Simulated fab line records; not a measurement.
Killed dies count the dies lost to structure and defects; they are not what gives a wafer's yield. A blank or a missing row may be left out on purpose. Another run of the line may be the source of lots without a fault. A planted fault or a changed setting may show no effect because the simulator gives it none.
Problem report, 8D (eight disciplines) form, completed by code    flow n5-finfet    the parts of the form that need people (team, actions taken, sign-off) are left out

== 1. WHAT WENT WRONG ==
Mean of killed-at-front-end at N5_PASSIVATION_PROBE_49: 446 across 6 wafers in 2 lots; on wafers with no fault it is 40 (standard deviation 12). That puts it +34 standard deviations away from the usual mean.
Earliest sighting: wafer L474.1 on prober-01 at day 15 03:07. At this step, 6 wafers from 2 lots have a number in the record. Rule for "out" (also "out of limits"): further than 4 standard deviations from the usual mean. The other wafers with a number count as sound.

== 2. WHAT IT IS, AND WHAT IT ISN'T ==
question                     is                                               is not
which readings at this step  killed-at-front-end, killed-dies, killed-on-rim  killed_at_M0_to_M3, killed_at_M4_up, killed-at-contacts, killed-at-other
which lots                   L473, L474                                       -
which wafers of those lots   all that have a number                           -
read on which tools          prober-01                                        -
when                         from day 15 03:07                                up to then (0 sound wafers)

== 3. WHAT RULES OUT EACH SUSPECT ==
Counting: a tool at a process step up to the reading stays a suspect if it ran every lot that is out and no sound lot after the first of them.
- cmp-04 at N5_ILD0_CMP_03 (polishes, stops on SiNx, t overpolish 1.9 s, target thk 197.38 nm): kept. It ran every lot that is out, first L473 (day 4 09:16), and no sound lot after that.
- prober-01 at N5_PASSIVATION_PROBE_49: kept. It ran every lot that is out, first L474 (day 15 03:07), and no sound lot after that. On those wafers its own readings are out: killed-at-front-end, killed-dies, killed-on-rim.
Remaining after the count are cmp-04 at N5_ILD0_CMP_03 and prober-01 at N5_PASSIVATION_PROBE_49.

== 4. THE CAUSE (what the simulator had put in) ==
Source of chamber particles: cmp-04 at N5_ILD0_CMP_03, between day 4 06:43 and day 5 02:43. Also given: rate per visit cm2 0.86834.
2 suspects survive the count, and this tool is in that group.

== 5. SEQUENCE OF EFFECTS, ordered by route ==
Each row: a reading whose mean over the struck wafers that have a number lies more than 3 standard deviations from the usual. Scope: only readings with a usual standard deviation given in the record; hours: median across lots of the time from each lot's start at the first step in this table that gives one to its start at this step; sigmas: change in usual standard deviations.
hours  step                     reading              usual  on struck wafers  change  sigmas
0      N5_PASSIVATION_PROBE_49  killed-at-front-end  40     446               +406    +34
0      N5_PASSIVATION_PROBE_49  killed-dies          105    485               +380    +22
0      N5_PASSIVATION_PROBE_49  killed-on-rim        14     63                +49     +14
Its process steps:
- N5_PASSIVATION_PROBE_49

== 6. HOW IT WOULD HAVE BEEN CAUGHT EARLIER ==
In this record the first reading out of limits was taken at day 15 03:07, 260 hours after the fault began at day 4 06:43.
No tool reading at N5_ILD0_CMP_03 that has a usual standard deviation in the record was out on any struck wafer, so an alarm limit of 4 standard deviations on those readings would not have fired.
By day 15 03:07 the whole set of lots that are out, 2 in number, had already begun N5_ILD0_CMP_03 on cmp-04. A hold on the tool at that time would have spared none of them.
